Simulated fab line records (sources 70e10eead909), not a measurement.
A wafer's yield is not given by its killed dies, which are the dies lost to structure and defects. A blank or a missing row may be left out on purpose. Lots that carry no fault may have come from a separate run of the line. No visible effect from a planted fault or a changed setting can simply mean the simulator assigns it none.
fab line records | flow nandHarc
record lots=13 wafers=38 lastDay=25
route steps=1159 shown P_BONDPAD@377 A_ONON_D1@436
lots untouched by any fault: they come from a run of this same line in which no faults occurred
startH: hours from the record's opening day to when the first of the lot's shown wafers began | waitH: hours from the lot's prior step to this one | " repeats the value in the row above | L1.1+2: a single row standing in for several wafers | - no value present, or no start provided | * or withheld: withheld | < > ~ a bound
route shown NAME@n: a module of which the file shows steps, and the number in the route of the first | usual: mean/standard deviation of fault-free wafers | same: alike in all rows | chamber/n: place in a boat | sites: per-site readings | _std_site: standard deviation across them | _edge_site: inner sites' mean taken away from outer sites' mean | radiusMm: how far each site lies from the wafer's centre | mask NAME#n: copy n | behind: the last tool/chamber to shape the wafer | hold: cause of the lot's hold/its duration in hours/its outcome | device: names the non-switching transistor (n, p or np) | end of line: tests of these same wafers at the route's end | where a step has no rows: the recipe by itself | killed: count of dies lost to structure and defects at first sort (not the wafer's yield) | map: the dies of a wafer, with x for killed, . for not killed, _ for no die there
set.NAME: the run value of the setting; set.NAME@STEP: its run value at that earlier step | model.NAME: the simulator's own value behind a step, which no gauge read
the route's steps for a sample of lots (tables are steps, rows are wafers)
services: when a tool's chamber went out of use (startH, in hours from the record's first day, below 0 if earlier), for how many hours, and the reason
## steps
# step NHARC_P_BONDPAD_PVD_27
# recipe targetThkA=300 chamberPressurePa=5 powerW=5000 substrateTempC=30 timeS=20.49 material=Cu
# usual cathodeDcPowerW=5000.0/0.95 throttleValvePct=29.9/1.1
# columns lot.wafer tool chamber startH waitH cathodeDcPowerW throttleValvePct
L804.2 pvdSputter-01 - - - 5001.3 29.6
L804.6 " - " " 4998.9 31.0
L804.5 " - " " 5000.9 31.6
L803.3 pvdSputter-03 - - - 4999.8 30.8
L803.4 " - " " 4999.7 29.9
L803.2 " - " " 5001.4 28.3
L805.3 pvdSputter-02 - - - 5000.4 29.5
L805.2 " - " " 5000.6 30.0
L805.5 " - " " 4999.6 28.9
L806.2 pvdSputter-02 - - - 5000.5 29.2
L806.4 " - " " 4999.2 29.6
L806.6 " - " " 4998.0 29.7
L807.2 pvdSputter-03 - - - 5001.1 28.1
L807.4 " - " " 4999.0 30.8
L807.3 " - " " 5001.3 30.0
L813.1 pvdSputter-01 - - - 5000.7 32.1
L813.2 " - " " 4998.9 32.6
L817.1 pvdSputter-02 - - - 4998.8 29.9
L817.2 " - " " 4999.1 29.4
L817.3 " - " " 4999.9 29.0
L816.1 pvdSputter-02 - - - 4999.4 29.3
L816.2 " - " " 4998.8 29.4
L816.4 " - " " 4999.8 29.0
L820.3 pvdSputter-02 - - - 5000.3 30.5
L820.5 " - " " 4999.4 29.0
L820.6 " - " " 5000.7 29.6
L822.3 pvdSputter-01 - - - 5000.5 32.4
L822.2 " - " " 5000.3 32.3
L822.6 " - " " 4998.8 32.1
L821.3 pvdSputter-02 - - - 4999.1 30.5
L821.5 " - " " 5001.3 29.4
L821.6 " - " " 4999.4 30.4
L825.2 pvdSputter-02 - - - 4999.0 29.3
L825.3 " - " " 5001.3 30.2
L825.1 " - " " 4999.0 29.8
L826.3 pvdSputter-02 - - - 4999.3 28.7
L826.2 " - " " 4999.2 30.1
L826.6 " - " " 5000.3 29.5
# step NHARC_P_BONDPAD_ANNEAL_28
# recipe tempC=225 timeS=90
# usual wafer_temp_C_max=225.98/0.25
# columns lot.wafer tool chamber startH waitH wafer_temp_C_max
L804.2 rtpAnneal-02 0 142.12 - 225.54
L804.5 " 0 " " 225.71
L804.6 " 0 " " 225.64
L803.2 rtpAnneal-01 0 147.69 - 225.84
L803.3 " 0 " " 226.23
L803.4 " 0 " " 226.00
L805.2 rtpAnneal-02 0 147.79 0.3 225.81
L805.3 " 0 " " 225.83
L805.5 " 0 " " 225.98
L806.2 rtpAnneal-02 0 148.81 - 226.00
L806.4 " 0 " " 225.81
L806.6 " 0 " " 226.28
L807.2 rtpAnneal-01 0 153.05 0.3 226.19
L807.3 " 0 " " 225.70
L807.4 " 0 " " 225.89
L813.1 rtpAnneal-01 0 193.90 - 225.95
L813.2 " 0 " " 225.97
L817.1 rtpAnneal-01 0 210.34 0.3 225.96
L817.2 " 0 " " 226.15
L817.3 " 0 " " 226.15
L816.1 rtpAnneal-02 0 212.54 0.3 225.69
L816.2 " 0 " " 225.69
L816.4 " 0 " " 225.93
L820.3 rtpAnneal-01 0 247.56 - 226.34
L820.5 " 0 " " 226.45
L820.6 " 0 " " 226.37
L822.2 rtpAnneal-02 0 248.83 - 225.77
L822.3 " 0 " " 225.70
L822.6 " 0 " " 226.23
L821.3 rtpAnneal-02 0 249.44 - 225.57
L821.5 " 0 " " 225.75
L821.6 " 0 " " 225.81
L825.1 rtpAnneal-01 0 257.06 0.3 225.95
L825.2 " 0 " " 226.01
L825.3 " 0 " " 226.03
L826.2 rtpAnneal-01 0 264.09 - 226.26
L826.3 " 0 " " 225.93
L826.6 " 0 " " 226.04
# step NHARC_A_ONON_D1_DEP_16
# recipe targetThkA=10000 n2FlowSccm=2750 n2oFlowSccm=2000 nh3FlowSccm=500 sih4FlowSccm=210 tempC=400
# usual n2oFlowSccm=2000/6 sih4FlowSccm=209.9/0.52
# columns lot.wafer tool chamber startH waitH n2oFlowSccm sih4FlowSccm
L804.2 pecvdOnon-02 0 176.25 0.1 2007 210.0
L804.5 " 0 " " 2000 210.1
L804.6 " 0 " " 2007 209.8
L806.2 pecvdOnon-02 0 182.87 0.1 1998 209.9
L806.4 " 0 " " 1995 209.5
L806.6 " 0 " " 1994 210.5
L803.2 pecvdOnon-04 0 182.87 0.1 2001 209.5
L803.3 " 0 " " 2004 210.7
L803.4 " 0 " " 2003 209.8
L805.2 pecvdOnon-03 0 182.88 0.1 2006 209.5
L805.3 " 0 " " 2001 209.6
L805.5 " 0 " " 2005 209.6
L807.2 pecvdOnon-04 0 187.86 0.1 1999 210.0
L807.3 " 0 " " 1998 210.3
L807.4 " 0 " " 1998 210.3
L813.1 pecvdOnon-02 0 227.75 0.1 1990 210.0
L813.2 " 0 " " 1993 209.4
L816.1 pecvdOnon-03 0 244.33 0.1 2000 211.1
L816.2 " 0 " " 2008 211.3
L816.4 " 0 " " 2002 211.3
L817.1 pecvdOnon-03 0 244.68 0.4 2004 208.8
L817.2 " 0 " " 2004 209.7
L817.3 " 0 " " 2002 210.1
L821.3 pecvdOnon-03 0 281.90 0.2 2006 210.2
L821.5 " 0 " " 2010 210.7
L821.6 " 0 " " 2004 210.5
L820.3 pecvdOnon-04 0 281.91 0.2 1990 209.2
L820.5 " 0 " " 2000 208.9
L820.6 " 0 " " 1998 210.9
L822.2 pecvdOnon-03 0 282.19 0.5 2011 210.5
L822.3 " 0 " " 1994 210.2
L822.6 " 0 " " 1996 209.8
L825.1 pecvdOnon-03 0 289.98 0.1 1993 210.1
L825.2 " 0 " " 2000 209.9
L825.3 " 0 " " 1998 210.5
L826.2 pecvdOnon-04 0 299.03 0.1 1998 209.2
L826.3 " 0 " " 1999 209.8
L826.6 " 0 " " 1995 209.9
# step NHARC_A_ONON_D1_THK_MEAS_18
# recipe thkMeasGauge=ellipsometry
# usual thkNm=1000/7.3
# columns lot.wafer tool chamber startH waitH thkNm
L804.2 filmMetro-01 - 176.70 - 1008
L804.5 " - " " 1007
L804.6 " - " " 1007
L803.2 filmMetro-02 - 183.32 - 1001
L803.3 " - " " 1002
L803.4 " - " " 1001
L806.2 filmMetro-01 - 183.32 - 1011
L806.4 " - " " 1011
L806.6 " - " " 1010
L805.2 filmMetro-02 - 183.33 - 988
L805.3 " - " " 987
L805.5 " - " " 986
L807.2 filmMetro-01 - 188.32 - 989
L807.3 " - " " 990
L807.4 " - " " 990
L813.1 filmMetro-01 - 228.29 - 1001
L813.2 " - " " 1521
L816.1 filmMetro-01 - 244.84 - 995
L816.2 " - " " 995
L816.4 " - " " 995
L817.1 filmMetro-02 - 245.19 - 1008
L817.2 " - " " 1009
L817.3 " - " " 1008
L821.3 filmMetro-02 - 282.29 - 1002
L821.5 " - " " 1002
L821.6 " - " " 1001
L820.3 filmMetro-02 - 282.31 - 1005
L820.5 " - " " 1005
L820.6 " - " " 1005
L822.2 filmMetro-02 - 282.64 - 1001
L822.3 " - " " 1002
L822.6 " - " " 1003
L825.1 filmMetro-02 - 290.49 - 1004
L825.2 " - " " 1002
L825.3 " - " " 1000
L826.2 filmMetro-02 - 299.49 - 1014
L826.3 " - " " 1014
L826.6 " - " " 1013
## services
# columns tool chamber startH hours kind
pecvdOnon-03 - 153.00 13.0 pm
pvdSputter-01 - 160.10 10.0 pm
pvdSputter-03 - 165.34 0.6 repair
pvdSputter-01 - 174.45 4.0 repair
pvdSputter-01 - 195.70 8.5 repair
pvdSputter-02 - 214.05 10.0 pm
pecvdOnon-04 - 237.04 13.0 pm
pvdSputter-01 - 251.09 7.3 repair
pvdSputter-03 - 280.23 10.0 pm
pecvdOnon-02 - 292.26 13.0 pm
## key
firstSign step=NHARC_A_ONON_D1_THK_MEAS_18 reading=thkNm direction=up sigmas=72 usual=1000 struck=1521
effect none on later readings
metAt NHARC_A_ONON_D1_DEP_16
struckLots L813
struckWafers L813.2
laterRowsLeftOut L813.2
sortLeftOut L813.2
testerLeftOut L813
notActingAt NHARC_P_BONDPAD_PVD_27,NHARC_P_BONDPAD_ANNEAL_28
onsetBetween 182.87 227.75
fault kind=processParameterDrift tool=pecvdOnon-02 chamber=- onsetH=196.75 steps=NHARC_A_ONON_D1_DEP_16 channel=targetThkA offset=* shape=step endH=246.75 scope=struckWafersOnly actsIn=* stated=*
# testerLeftOut: of these lots the tester's yield and bins aren't shown, on N5 and GAA mostly nor the transistor test; their killed dies are dies lost to structure and defects alone, not to doping, threshold or leakage, so they don't give the yield
# sortLeftOut: the simulated sort isn't trusted on such a fault, so these wafers' sort isn't shown, and their yield isn't known
# laterRowsLeftOut: the simulator's readings of these wafers behind a module that went badly wrong aren't trusted and aren't shown, but for the sort
